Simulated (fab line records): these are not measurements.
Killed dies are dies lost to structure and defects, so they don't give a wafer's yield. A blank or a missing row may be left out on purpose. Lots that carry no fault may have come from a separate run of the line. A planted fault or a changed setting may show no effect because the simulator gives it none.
fab line records	flow nandHarc
[record] lots = 24	wafers = 72	lastDay = 33
route steps=1302 shown A_STAIRCASE@785 A_SLIT@923
lots that met no fault: from a run of the same line without faults
startH: start of the lot's first displayed wafer, in hours after the record's first day	waitH: hours since the lot's step before	" identical to the entry in the row above	L1.1+2: a single row standing in for several wafers	- value missing, or start not given	* or withheld: withheld	< > ~ a bound
route shown NAME@n: a module of which the file shows steps, and the number in the route of the first	usual: average and standard deviation across the fault-free wafers	same: alike in all rows	chamber/n: place in a boat	sites: per-site readings	_std_site: their standard deviation	_edge_site: outer sites' mean less inner sites'	radiusMm: how far each site lies from the wafer's centre	mask NAME#n: copy n	behind: the last tool/chamber to shape the wafer	hold: why the lot was held/for how many hours/how that ended	device: names the non-switching transistor (n, p or np)	end of line: the route-end tests of the same wafers	a step without rows: its recipe alone	killed: at the first sort, the dies lost to defects and structure; wafer yield is something else	map: a wafer's dies, marking killed ones x, the rest . and places with no die _
set.NAME: setting as actually run; set.NAME@STEP: the setting as run at that earlier step	model.NAME: the simulator's own value behind a step, which no gauge read
a sample of lots followed through the steps of the route, with each step as a table and each wafer as a row
services: the hour from which a tool's chamber was out of use, counted from the record's first day as startH (under 0 if before that day), plus the number of hours and why
[[steps]]
[step NHARC_A_STAIRCASE_ETCH_271]
[recipe] cf4FlowSccm = 100	chf3FlowSccm = 30	arFlowSccm = 0	rfW = 500	biasW = 200	chemistry = CF4/CHF3
[usual] drypumpMotorCurrentA = 5.6/0.43	mfcArSccm = 0.007/0.009	oesProductAu = 0.952/0.022	rfVppV = 371.7/2.3	showerheadPlenumPTorr = 1.60/0.063	throttleValvePct = 16.803/0.0085
lot.wafer	tool	chamber	startH	waitH	drypumpMotorCurrentA	mfcArSccm	oesProductAu	rfHoursCounterH	rfVppV	showerheadPlenumPTorr	throttleValvePct
L074.3	rieDiel-02	1	365.46	0.1	5.7	0.015	0.977	48	366.1	1.46	16.790
L074.2	"	0	"	"	6.4	0	0.966	42	373.7	1.64	16.803
L074.6	"	2	"	"	5.3	0.010	0.987	-	370.8	1.55	16.810
L075.3	rieDiel-13	1	376.71	0.1	6.0	0	0.931	13	373.8	1.70	16.797
L075.4	"	2	"	"	6.1	0.017	0.919	10	371.1	1.56	16.788
L075.6	"	0	"	"	5.5	0	0.932	-	374.6	1.62	16.800
L077.1	rieDiel-02	0	391.85	0.1	6.4	0	0.973	51	375.1	1.64	16.802
L077.4	"	1	"	"	5.7	0.015	0.972	58	366.6	1.45	16.807
L077.5	"	0	"	"	6.4	0	0.963	-	372.9	1.63	16.806
L076.1	rieDiel-13	3	393.72	0.1	5.2	0	0.961	14	373.5	1.60	16.809
L076.6	"	3	"	"	5.2	0	0.960	-	372.3	1.60	16.801
L076.5	"	0	"	"	5.5	0	0.980	-	373.7	1.62	16.796
L079.4	rieDiel-04	2	425.88	0.1	4.9	0.012	0.953	16	371.6	1.60	16.819
L079.1	"	0	"	"	5.3	0.005	0.945	16	372.1	1.63	16.793
L079.6	"	1	"	"	6.0	0	0.974	-	366.7	1.46	16.798
L078.1	rieDiel-04	0	425.94	0.1	5.3	0.005	0.945	16	371.5	1.63	16.812
L078.3	"	1	"	"	6.0	0	0.969	8	366.7	1.46	16.823
L078.5	"	2	"	"	4.8	0.012	0.955	-	371.4	1.60	16.800
L080.1	rieDiel-13	1	446.61	0.1	6.1	0	0.951	35	374.2	1.69	16.805
L080.2	"	0	"	"	5.5	0	0.954	34	370.7	1.61	16.798
L080.5	"	2	"	"	6.0	0.017	0.987	-	369.7	1.56	16.802
L082.3	rieDiel-02	2	450.46	0.2	5.3	0.010	0.917	18	369.5	1.54	16.785
L082.1	"	0	"	"	6.4	0	0.939	16	372.7	1.63	16.818
L082.6	"	3	"	"	5.1	0.000	0.936	-	368.2	1.56	16.800
L081.1	rieDiel-13	2	461.89	0.2	6.1	0.017	0.971	39	370.0	1.56	16.804
L081.4	"	3	"	"	5.2	0	0.945	35	372.6	1.59	16.805
L081.6	"	2	"	"	6.1	0.017	0.975	-	372.3	1.56	16.808
L083.2	rieDiel-13	0	466.26	0.1	5.5	0	0.945	41	371.8	1.61	16.810
L083.4	"	1	"	"	6.0	0	0.956	44	375.1	1.69	16.813
L083.3	"	2	"	"	6.0	0.017	0.954	40	370.4	1.56	16.790
L085.4	rieDiel-02	0	476.38	0.1	6.3	0	0.969	25	371.8	1.63	16.794
L085.3	"	2	"	"	5.3	0.010	0.937	27	368.1	1.54	16.812
L085.5	"	1	"	"	5.7	0.015	0.950	-	375.6	1.69	16.807
L084.1	rieDiel-13	2	477.27	0.1	6.0	0.017	0.926	45	370.9	1.56	16.798
L084.2	"	1	"	"	6.1	0	0.925	49	372.7	1.69	16.783
L084.6	"	3	"	"	5.2	0	0.923	-	371.2	1.59	16.805
L087.1	rieDiel-02	0	485.10	0.1	6.4	0	0.927	30	374.1	1.63	16.800
L087.6	"	0	"	"	6.4	0	0.923	-	373.3	1.63	16.808
L087.5	"	3	"	"	5.1	0.000	0.921	-	369.5	1.56	16.802
L086.4	rieDiel-13	3	485.33	0.1	5.2	0	0.955	44	370.9	1.59	16.814
L086.5	"	3	"	"	5.2	0	0.953	-	372.0	1.59	16.801
L086.6	"	0	"	"	5.5	0	0.974	-	370.4	1.61	16.806
L089.2	rieDiel-04	0	508.14	0.1	5.3	0.005	0.953	42	371.5	1.63	16.810
L089.6	"	1	"	"	6.0	0	1.002	-	366.6	1.46	16.806
L089.5	"	2	"	"	4.8	0.012	0.980	-	370.3	1.59	16.794
L088.1	rieDiel-04	1	509.85	0.1	6.0	0	0.977	33	367.0	1.46	16.819
L088.4	"	2	"	"	4.8	0.012	0.966	39	370.4	1.59	16.792
L088.6	"	0	"	"	5.3	0.005	0.970	-	373.7	1.62	16.800
L090.1	rieDiel-02	1	536.95	0.1	5.7	0.015	0.934	56	374.4	1.69	16.808
L090.4	"	2	"	"	5.3	0.010	0.939	-	370.0	1.54	16.791
L090.5	"	1	"	"	5.7	0.015	0.930	-	375.5	1.68	16.785
L091.4	rieDiel-13	0	537.39	0.1	5.5	0	0.986	6	372.4	1.61	16.800
L091.1	"	1	"	"	6.1	0	0.971	6	374.8	1.68	16.811
L091.3	"	2	"	"	6.0	0.017	0.969	4	370.6	1.55	16.805
L092.3	rieDiel-04	1	558.98	0.1	6.0	0	0.983	8	374.7	1.70	16.787
L092.4	"	2	"	"	4.8	0.012	0.979	4	371.3	1.59	16.793
L092.2	"	3	"	"	5.5	0.031	0.953	8	374.4	1.67	16.794
L093.2	rieDiel-13	0	560.97	0.1	5.5	0	0.934	9	372.7	1.61	16.811
L093.4	"	1	"	"	6.1	0	0.930	9	374.9	1.68	16.816
L093.6	"	0	"	"	5.5	0	0.935	-	372.4	1.60	16.809
L094.4	rieDiel-13	2	564.56	0.1	6.0	0.017	0.937	16	370.0	1.55	16.797
L094.1	"	3	"	"	5.2	0	0.930	16	371.3	1.58	16.806
L094.6	"	1	"	"	6.1	0	0.929	-	374.6	1.68	16.807
L095.2	rieDiel-13	1	591.67	0.1	6.1	0	0.922	19	375.5	1.68	16.799
L095.5	"	2	"	"	6.0	0.017	0.925	-	369.1	1.55	16.811
L095.6	"	3	"	"	5.2	0	0.920	-	371.8	1.58	16.807
L097.3	rieDiel-02	3	592.14	0.1	5.1	0.000	0.948	3	369.7	1.55	16.788
L097.1	"	0	"	"	6.4	0	0.974	3	371.2	1.62	16.809
L097.2	"	1	"	"	5.7	0.015	0.959	3	373.3	1.68	16.805
L096.1	rieDiel-04	0	594.46	0.1	5.3	0.005	0.912	21	371.3	1.62	16.803
L096.3	"	1	"	"	6.0	0	0.930	21	374.1	1.69	16.805
L096.6	"	3	"	"	5.6	0.031	0.915	-	374.4	1.67	16.799
[step NHARC_A_STAIRCASE_ETCH_294]
[recipe] targetDepthA = 49890	timeS = 1211.6	ionEnergyEv = 800	c4f8FlowSccm = 80	o2FlowSccm = 60	arFlowSccm = withheld	rfW = 600	biasW = 3000	chemistry = C4F8/O2/Ar
[usual] oesProductAu = 0.931/0.013	rfVppV = 1833/9.7
[same] timeS = 1211.6
lot.wafer	tool	chamber	startH	waitH	oesProductAu	rfHoursCounterH	rfVppV
L074.3	rieDiel-04	2	-	-	0.931	4	1831
L074.2	"	3	"	"	0.930	3	1843
L074.6	"	2	"	"	0.938	-	1833
L075.3	rieDiel-02	0	-	-	0.938	50	1834
L075.4	"	1	"	"	0.927	57	1806
L075.6	"	2	"	"	0.934	-	1822
L077.4	rieDiel-04	2	-	-	0.931	8	1832
L077.1	"	1	"	"	0.945	5	1809
L077.5	"	2	"	"	0.929	-	1831
L076.1	rieDiel-04	1	-	-	0.957	5	1808
L076.6	"	2	"	"	0.940	-	1831
L076.5	"	3	"	"	0.942	-	1846
L079.4	rieDiel-02	2	-	-	0.920	11	1821
L079.1	"	1	"	"	0.918	11	1846
L079.6	"	2	"	"	0.915	-	1822
L078.3	rieDiel-02	1	-	-	0.914	12	1847
L078.1	"	2	"	"	0.923	12	1823
L078.5	"	1	"	"	0.912	-	1847
L080.1	rieDiel-02	1	-	-	0.915	20	1846
L080.2	"	3	"	"	0.919	18	1824
L080.5	"	0	"	"	0.926	-	1835
L082.1	rieDiel-04	3	-	-	0.961	30	1845
L082.3	"	0	"	"	0.930	31	1837
L082.6	"	3	"	"	0.959	-	1842
L081.4	rieDiel-13	0	-	-	0.942	43	1833
L081.1	"	2	"	"	0.924	42	1825
L081.6	"	1	"	"	0.922	-	1846
L083.3	rieDiel-02	1	-	-	0.914	22	1846
L083.4	"	2	"	"	0.912	26	1822
L083.2	"	3	"	"	0.923	24	1824
L085.4	rieDiel-13	1	-	-	0.944	50	1845
L085.3	"	2	"	"	0.939	46	1824
L085.5	"	2	"	"	0.937	-	1824
L084.1	rieDiel-13	2	-	-	0.922	47	1823
L084.2	"	1	"	"	0.936	51	1845
L084.6	"	3	"	"	0.923	-	1828
L086.4	rieDiel-02	0	-	-	0.931	36	1836
L086.6	"	1	"	"	0.927	-	1847
L086.5	"	2	"	"	0.922	-	1822
L087.1	rieDiel-04	2	-	-	0.940	37	1830
L087.5	"	3	"	"	0.928	-	1842
L087.6	"	0	"	"	0.908	-	1834
L089.2	rieDiel-13	0	-	-	0.948	58	1832
L089.5	"	0	"	"	0.950	-	1832
L089.6	"	1	"	"	0.959	-	1846
L088.1	rieDiel-13	2	-	-	0.950	56	1825
L088.4	"	0	"	"	0.953	59	1832
L088.6	"	3	"	"	0.939	-	1831
L090.1	rieDiel-02	1	-	-	0.912	61	1844
L090.4	"	2	"	"	0.918	58	1821
L090.5	"	2	"	"	0.918	-	1821
L091.1	rieDiel-13	3	546.87	0.2	0.925	8	1830
L091.3	"	2	"	"	0.925	-	1824
L091.4	"	3	"	"	0.925	-	1829
L092.3	rieDiel-13	0	-	-	0.934	13	1833
L092.4	"	1	"	"	0.937	12	1843
L092.2	"	2	"	"	0.931	18	1823
L093.2	rieDiel-04	2	-	-	0.937	8	1829
L093.4	"	1	"	"	0.936	11	1847
L093.6	"	2	"	"	0.929	-	1830
L094.1	rieDiel-04	2	-	-	0.932	9	1828
L094.4	"	3	"	"	0.918	15	1845
L094.6	"	2	"	"	0.934	-	1830
L095.2	rieDiel-04	2	-	-	0.936	21	1828
L095.6	"	3	"	"	0.930	-	1843
L095.5	"	0	"	"	0.916	-	1834
L097.3	rieDiel-02	3	-	-	0.920	7	1823
L097.1	"	0	"	"	0.930	8	1833
L097.2	"	2	"	"	0.923	6	1819
L096.3	rieDiel-13	2	-	-	0.944	31	1822
L096.1	"	3	"	"	0.945	32	1828
L096.6	"	3	"	"	0.947	-	1828
[step NHARC_A_STAIRCASE_ETCHBACK_157]
[recipe] targetDepthA = 900	overEtchFrac = 0.3	timeS = 167.14	ionEnergyEv = 120	ch3fFlowSccm = 50	o2FlowSccm = 30	arFlowSccm = 200	rfW = 500	biasW = 100	chemistry = CH3F/O2
[usual] drypumpMotorCurrentA = 5.6/0.42	mfcArSccm = 200.0/0.55	oesProductAu = 0.97/0.037	rfVppV = 245.1/1.6	showerheadPlenumPTorr = 2.51/0.096	throttleValvePct = 20.662/0.0094
[same] timeS = 167.14
lot.wafer	tool	chamber	startH	waitH	drypumpMotorCurrentA	mfcArSccm	oesProductAu	rfHoursCounterH	rfVppV	showerheadPlenumPTorr	throttleValvePct
L074.2	rieDiel-13	1	438.17	0.1	6.1	199.6	1.00	33	247.3	2.65	20.664
L074.3	"	0	"	"	5.5	200.0	1.00	32	243.7	2.52	20.673
L074.6	"	2	"	"	6.1	200.5	1.01	-	245.7	2.44	20.661
L075.4	rieDiel-02	0	445.41	0.2	6.4	199.6	0.99	15	244.2	2.55	20.664
L075.3	"	1	"	"	5.7	201.1	0.98	16	246.6	2.65	20.675
L075.6	"	2	"	"	5.3	199.8	0.98	-	242.5	2.41	20.656
L077.4	rieDiel-04	0	456.11	0.1	5.3	200.3	0.99	30	245.3	2.55	20.669
L077.1	"	2	"	"	4.8	199.5	1.00	25	245.4	2.49	20.652
L077.5	"	0	"	"	5.3	200.6	0.99	-	245.3	2.55	20.670
L076.1	rieDiel-02	0	456.77	0.1	6.4	199.3	0.98	19	246.2	2.55	20.651
L076.5	"	0	"	"	6.4	200.4	0.99	-	247.1	2.55	20.673
L076.6	"	2	"	"	5.3	199.8	0.99	-	243.5	2.41	20.677
L079.1	rieDiel-02	1	487.38	1.1	5.7	200.0	0.98	30	248.1	2.65	20.666
L079.4	"	3	"	"	5.1	199.7	1.01	-	243.9	2.43	20.648
L079.6	"	0	"	"	6.4	199.8	1.00	-	247.8	2.54	20.666
L078.1	rieDiel-04	0	490.70	0.2	5.4	200.4	0.91	40	244.0	2.54	20.661
L078.3	"	3	"	"	5.5	199.2	0.92	39	246.5	2.62	20.674
L078.5	"	1	"	"	6.0	200.7	0.93	-	241.9	2.27	20.665
L080.1	rieDiel-02	0	514.39	0.1	6.4	199.6	0.93	43	244.8	2.54	20.658
L080.2	"	2	"	"	5.3	200.4	0.95	39	245.0	2.40	20.652
L080.5	"	2	"	"	5.3	200.4	0.93	-	244.0	2.40	20.680
L082.1	rieDiel-04	0	514.42	0.2	5.4	199.0	0.92	46	246.8	2.54	20.660
L082.3	"	1	"	"	6.0	199.3	0.97	34	241.8	2.27	20.671
L082.6	"	3	"	"	5.5	200.3	0.94	-	247.6	2.62	20.651
L081.1	rieDiel-02	1	527.57	0.2	5.7	200.1	0.91	50	248.2	2.64	20.665
L081.4	"	1	"	"	5.7	199.9	0.92	-	247.0	2.64	20.675
L081.6	"	1	"	"	5.7	200.2	0.92	-	247.2	2.64	20.681
L083.2	rieDiel-02	1	528.99	0.2	5.6	200.3	0.91	50	247.4	2.64	20.674
L083.3	"	2	"	"	5.3	200.1	0.92	-	242.1	2.40	20.657
L083.4	"	1	"	"	5.7	199.2	0.91	-	246.7	2.64	20.669
L085.4	rieDiel-13	2	536.17	0.2	6.1	200.1	0.99	3	242.8	2.42	20.660
L085.3	"	0	"	"	5.5	199.1	1.00	6	246.4	2.51	20.684
L085.5	"	1	"	"	6.1	200.3	0.99	-	246.4	2.63	20.664
L084.1	rieDiel-13	0	539.57	0.1	5.5	199.6	1.00	7	244.1	2.51	20.664
L084.2	"	3	"	"	5.2	199.8	1.00	5	247.0	2.48	20.672
L084.6	"	0	"	"	5.5	200.4	1.01	-	245.2	2.51	20.655
L086.4	rieDiel-13	3	548.89	0.3	5.2	200.8	1.01	-	245.2	2.48	20.670
L086.6	"	2	"	"	6.0	198.6	1.01	-	244.6	2.42	20.654
L086.5	"	3	"	"	5.2	199.9	1.02	-	243.2	2.48	20.665
L087.1	rieDiel-02	3	558.15	0.2	5.1	200.0	0.92	44	243.8	2.43	20.665
L087.6	"	1	"	"	5.7	200.8	0.91	-	245.7	2.63	20.675
L087.5	"	2	"	"	5.3	200.1	0.91	-	243.1	2.40	20.659
L089.2	rieDiel-13	3	573.05	0.2	5.2	199.6	1.00	20	243.8	2.47	20.658
L089.5	"	3	"	"	5.2	199.9	1.01	-	244.2	2.47	20.650
L089.6	"	0	"	"	5.5	200.4	1.00	-	245.3	2.51	20.656
L088.4	rieDiel-13	0	573.17	0.2	5.5	200.2	1.00	14	244.1	2.51	20.647
L088.1	"	2	"	"	6.1	200.1	1.01	19	244.6	2.42	20.653
L088.6	"	0	"	"	5.5	199.7	1.01	-	245.6	2.51	20.663
L090.1	rieDiel-13	3	595.42	0.2	5.2	199.7	0.93	28	245.0	2.47	20.675
L090.4	"	0	"	"	5.5	199.6	0.95	21	244.9	2.50	20.656
L090.5	"	2	"	"	6.0	200.1	0.93	-	243.2	2.42	20.656
L091.3	rieDiel-04	1	602.97	0.1	6.0	200.0	0.95	25	246.3	2.65	20.653
L091.1	"	2	"	"	4.8	198.7	0.94	22	245.3	2.48	20.669
L091.4	"	3	"	"	5.6	200.8	0.94	26	245.7	2.61	20.666
L093.2	rieDiel-13	2	623.19	0.1	6.0	200.3	1.00	39	245.4	2.41	20.669
L093.4	"	1	"	"	6.1	200.3	0.99	30	245.5	2.62	20.647
L093.6	"	3	"	"	5.2	201.0	1.01	-	244.7	2.47	20.655
L094.4	rieDiel-04	3	623.41	0.1	5.6	200.6	1.01	31	247.5	2.60	20.658
L094.1	"	2	"	"	4.8	200.0	1.01	29	244.0	2.47	20.654
L094.6	"	3	"	"	5.5	198.9	0.99	-	245.9	2.60	20.658
L092.4	rieDiel-13	0	624.12	0.1	5.5	199.9	0.96	31	245.3	2.50	20.658
L092.2	"	1	"	"	6.0	199.9	0.94	30	247.8	2.62	20.681
L092.3	"	3	"	"	5.2	200.0	0.95	41	244.3	2.47	20.664
L097.1	rieDiel-02	2	650.42	0.2	5.3	199.5	0.92	16	241.7	2.39	20.655
L097.2	"	0	"	"	6.4	200.6	0.93	20	245.4	2.52	20.669
L097.3	"	1	"	"	5.7	200.8	0.92	27	246.9	2.62	20.665
L096.3	rieDiel-13	3	650.70	0.2	5.3	200.2	1.00	49	244.4	2.46	20.656
L096.1	"	0	"	"	5.5	200.6	0.99	41	243.4	2.50	20.643
L096.6	"	0	"	"	5.5	199.4	0.98	-	245.7	2.50	20.671
L095.2	rieDiel-02	0	651.50	0.2	6.4	199.1	0.93	20	244.5	2.52	20.662
L095.5	"	3	"	"	5.1	199.6	0.99	-	243.8	2.42	20.661
L095.6	"	0	"	"	6.4	199.3	0.93	-	244.4	2.52	20.661
[step NHARC_A_STAIRCASE_DEP_471]
[recipe] targetThkA = 1000	tempC = 400	pressureTorr = 6.5	rfW = 900	teosFlowSccm = 161.4	flowSccm = 2650	targetThkNm = 100	gas = O2	material = SiO2
[usual] heaterPowerW = 571/100	throttleValvePct = 15.8/0.71
lot.wafer	tool	chamber	startH	waitH	heaterPowerW	throttleValvePct
L074.3	pecvd-02	1	438.46	-	700	16.4
L074.2	"	2	"	"	518	16.6
L074.6	"	0	"	"	472	14.8
L075.3	pecvd-02	2	445.68	-	501	16.5
L075.6	"	2	"	"	530	16.3
L075.4	"	0	"	"	482	14.8
L077.1	pecvd-02	0	456.39	-	452	14.4
L077.4	"	0	"	"	449	14.6
L077.5	"	2	"	"	522	16.6
L076.1	pecvd-01	2	457.14	-	610	16.5
L076.5	"	1	"	"	557	15.9
L076.6	"	2	"	"	622	16.1
L079.1	pecvd-01	0	487.75	-	528	16.5
L079.4	"	0	"	"	536	16.3
L079.6	"	1	"	"	521	16.1
L078.1	pecvd-03	0	490.98	-	410	15.2
L078.3	"	2	"	"	642	15.8
L078.5	"	1	"	"	801	16.0
L082.1	pecvd-03	2	514.68	-	649	15.8
L082.3	"	1	"	"	750	16.0
L082.6	"	2	"	"	646	15.6
L080.2	pecvd-02	1	514.71	-	612	16.5
L080.1	"	2	"	"	431	16.6
L080.5	"	0	"	"	462	14.5
L081.1	pecvd-03	2	528.05	0.2	661	15.5
L081.6	"	0	"	"	393	15.2
L081.4	"	2	"	"	683	15.7
L083.2	pecvd-02	0	529.37	0.1	482	14.9
L083.3	"	2	"	"	413	16.6
L083.4	"	0	"	"	477	14.9
L085.3	pecvd-03	0	536.54	-	347	15.2
L085.5	"	1	"	"	750	16.0
L085.4	"	0	"	"	352	15.1
L084.2	pecvd-02	2	540.08	-	521	16.5
L084.1	"	0	"	"	485	15.0
L084.6	"	2	"	"	512	16.4
L086.5	pecvd-02	0	549.30	0.2	525	14.9
L086.4	"	1	"	"	704	16.8
L086.6	"	2	"	"	515	16.6
L087.1	pecvd-01	2	558.40	-	593	16.4
L087.6	"	2	"	"	614	16.4
L087.5	"	1	"	"	670	15.3
L089.2	pecvd-01	2	573.44	-	612	16.2
L089.5	"	1	"	"	660	15.4
L089.6	"	2	"	"	606	16.7
L088.1	pecvd-03	2	573.52	-	623	15.6
L088.4	"	2	"	"	619	15.6
L088.6	"	0	"	"	498	15.0
L090.1	pecvd-01	0	595.68	-	586	16.6
L090.4	"	0	"	"	571	16.5
L090.5	"	1	"	"	630	15.5
L091.1	pecvd-01	2	603.23	-	544	16.4
L091.3	"	0	"	"	552	16.3
L091.4	"	1	"	"	555	15.5
L093.2	pecvd-03	1	623.52	-	723	15.4
L093.6	"	2	"	"	669	15.9
L093.4	"	1	"	"	741	15.3
L094.1	pecvd-02	2	623.72	-	498	16.2
L094.6	"	1	"	"	717	16.6
L094.4	"	0	"	"	423	15.0
L092.3	pecvd-01	2	624.40	-	617	16.4
L092.2	"	0	"	"	447	16.8
L092.4	"	2	"	"	610	16.6
L097.1	pecvd-03	2	650.70	-	556	15.9
L097.3	"	0	"	"	465	14.9
L097.2	"	1	"	"	714	15.6
L096.3	pecvd-03	0	650.98	-	512	14.5
L096.1	"	2	"	"	530	15.7
L096.6	"	1	"	"	734	15.3
L095.2	pecvd-02	0	651.79	-	553	14.7
L095.6	"	0	"	"	554	14.7
L095.5	"	1	"	"	639	17.0
[step NHARC_A_STAIRCASE_INSPECT_155]
[usual] rawDefectCount = 422/150
lot.wafer	tool	chamber	startH	waitH	rawDefectCount
L074.2	defectInspect-01	-	439.07	0.1	531
L074.3	"	-	"	"	459
L074.6	"	-	"	"	587
L075.3	defectInspect-01	-	446.27	0.1	345
L075.4	"	-	"	"	399
L075.6	"	-	"	"	416
L077.1	defectInspect-01	-	457.00	0.1	468
L077.4	"	-	"	"	403
L077.5	"	-	"	"	439
L076.1	defectInspect-01	-	457.80	0.1	618
L076.5	"	-	"	"	340
L076.6	"	-	"	"	440
L079.1	defectInspect-01	-	488.45	0.1	933
L079.4	"	-	"	"	652
L079.6	"	-	"	"	1039
L078.1	defectInspect-01	-	491.59	0.1	335
L078.3	"	-	"	"	366
L078.5	"	-	"	"	318
L082.1	defectInspect-01	-	515.30	0.1	548
L082.3	"	-	"	"	595
L082.6	"	-	"	"	509
L080.1	defectInspect-02	-	515.33	0.1	323
L080.2	"	-	"	"	301
L080.5	"	-	"	"	251
L081.1	defectInspect-01	-	528.61	0.1	436
L081.4	"	-	"	"	413
L081.6	"	-	"	"	322
L083.2	defectInspect-02	-	529.98	0.1	499
L083.3	"	-	"	"	454
L083.4	"	-	"	"	391
L085.3	defectInspect-01	-	537.10	0.1	323
L085.4	"	-	"	"	290
L085.5	"	-	"	"	248
L084.1	defectInspect-02	-	540.69	0.1	388
L084.2	"	-	"	"	304
L084.6	"	-	"	"	338
L086.4	defectInspect-01	-	549.83	0.1	439
L086.5	"	-	"	"	289
L086.6	"	-	"	"	338
L087.1	defectInspect-01	-	559.03	0.1	482
L087.5	"	-	"	"	371
L087.6	"	-	"	"	432
L089.2	defectInspect-02	-	574.03	0.1	303
L089.5	"	-	"	"	246
L089.6	"	-	"	"	328
L088.1	defectInspect-01	-	574.10	0.1	551
L088.4	"	-	"	"	500
L088.6	"	-	"	"	466
L090.1	defectInspect-01	-	596.29	0.1	398
L090.4	"	-	"	"	511
L090.5	"	-	"	"	276
L091.1	defectInspect-01	-	603.87	0.1	435
L091.3	"	-	"	"	448
L091.4	"	-	"	"	480
L093.2	defectInspect-02	-	624.09	0.1	308
L093.4	"	-	"	"	352
L093.6	"	-	"	"	387
L094.1	defectInspect-01	-	624.31	0.1	276
L094.4	"	-	"	"	359
L094.6	"	-	"	"	542
L092.2	defectInspect-01	-	625.01	0.1	332
L092.3	"	-	"	"	378
L092.4	"	-	"	"	315
L097.1	defectInspect-02	-	651.32	0.1	378
L097.2	"	-	"	"	321
L097.3	"	-	"	"	391
L096.1	defectInspect-02	-	651.60	0.1	447
L096.3	"	-	"	"	519
L096.6	"	-	"	"	426
L095.2	defectInspect-01	-	652.38	0.1	619
L095.5	"	-	"	"	349
L095.6	"	-	"	"	431
[step NHARC_A_SLIT_DEP_00]
[recipe] targetThkA = 62000	tempC = 400	material = aC
[usual] throttleValvePct = 34.998/0.0097
lot.wafer	tool	chamber	startH	waitH	throttleValvePct
L074.2	aclDep-02	0	449.69	-	35.000
L074.3	"	0	"	"	35.003
L074.6	"	0	452.19	-	34.991
L075.3	aclDep-01	0	458.40	1.5	34.996
L075.4	"	0	"	"	34.986
L075.6	"	0	460.27	3.3	35.003
L076.1	aclDep-01	0	464.91	-	35.007
L076.5	"	0	467.42	-	35.020
L076.6	"	0	"	"	35.005
L077.1	aclDep-03	0	465.28	0.7	35.011
L077.4	"	0	467.15	2.4	35.007
L077.5	"	0	"	"	35.003
L079.1	aclDep-02	0	498.92	-	34.992
L079.4	"	0	500.75	-	34.999
L079.6	"	0	501.97	-	34.997
L078.1	aclDep-03	0	504.27	-	34.992
L078.3	"	0	505.50	-	34.988
L078.5	"	0	506.73	-	34.993
L082.1	aclDep-03	0	524.61	-	35.011
L082.3	"	0	525.87	-	35.008
L082.6	"	0	527.75	-	34.994
L080.1	aclDep-02	0	524.97	-	34.984
L080.2	"	0	"	"	34.987
L080.5	"	0	527.45	-	35.002
L081.1	aclDep-02	0	538.75	-	34.993
L081.4	"	0	540.61	-	35.006
L081.6	"	0	541.86	-	34.999
L083.2	aclDep-03	0	539.39	-	35.003
L083.3	"	0	"	"	35.005
L083.4	"	0	"	"	34.991
L085.3	aclDep-02	0	546.56	-	35.002
L085.4	"	0	"	"	34.988
L085.5	"	0	"	"	35.003
L084.1	aclDep-01	0	549.59	1.2	35.007
L084.2	"	0	"	"	35.000
L084.6	"	0	552.68	4.1	35.006
L086.4	aclDep-03	0	559.99	-	34.990
L086.5	"	0	"	"	35.003
L086.6	"	0	"	"	34.997
L087.1	aclDep-01	0	568.21	-	35.009
L087.5	"	0	570.69	-	34.985
L087.6	"	0	"	"	34.997
L088.1	aclDep-01	0	584.94	-	34.990
L088.4	"	0	586.81	-	35.004
L088.6	"	0	588.06	-	34.997
L089.2	aclDep-03	0	585.47	-	34.999
L089.5	"	0	587.36	-	34.995
L089.6	"	0	"	"	35.004
L090.1	aclDep-01	0	606.47	-	34.999
L090.4	"	0	608.33	-	34.993
L090.5	"	0	"	"	34.994
L091.1	aclDep-01	0	615.64	-	35.006
L091.3	"	0	616.91	-	34.993
L091.4	"	0	"	"	35.020
L093.2	aclDep-01	0	632.43	-	34.998
L093.4	"	0	633.68	-	34.988
L093.6	"	0	634.92	-	34.997
L094.1	aclDep-02	0	632.81	-	34.982
L094.4	"	0	634.71	-	35.007
L094.6	"	0	635.97	-	34.985
L092.2	aclDep-03	0	633.41	-	35.001
L092.3	"	0	"	"	35.005
L092.4	"	0	"	"	35.021
L097.1	aclDep-03	0	660.06	-	34.983
L097.2	"	0	"	"	35.012
L097.3	"	0	"	"	34.996
L096.1	aclDep-01	0	660.14	-	34.999
L096.3	"	0	661.38	-	34.992
L096.6	"	0	663.24	-	34.982
L095.2	aclDep-02	0	662.09	-	34.996
L095.5	"	0	663.96	-	34.997
L095.6	"	0	"	"	35.006
[[services]]
tool	chamber	startH	hours	kind
rieDiel-13	-	342.21	9.0	pm
rieDiel-04	-	355.05	9.0	pm
pecvd-03	-	366.00	13.0	pm
aclDep-01	-	370.23	13.0	pm
rieDiel-04	1	373.40	9.3	repair
rieDiel-02	2	377.30	7.1	repair
rieDiel-02	-	394.62	9.0	pm
pecvd-02	-	408.80	13.0	pm
rieDiel-02	1	456.38	13.6	repair
rieDiel-02	2	484.70	7.0	repair
rieDiel-13	3	494.61	6.4	repair
rieDiel-02	-	500.91	1.5	repair
rieDiel-02	3	511.44	34.3	repair
rieDiel-13	-	519.67	9.0	pm
rieDiel-04	2	526.64	16.0	repair
rieDiel-04	-	532.05	9.0	pm
rieDiel-13	1	543.97	16.4	repair
aclDep-01	-	553.29	13.0	pm
rieDiel-13	0	554.60	2.5	repair
rieDiel-02	-	571.62	9.0	pm
pecvd-02	-	589.80	13.0	pm
rieDiel-02	2	608.45	27.5	repair
rieDiel-02	0	634.95	11.6	repair
rieDiel-02	3	663.79	7.2	repair
[[key]]
fault none
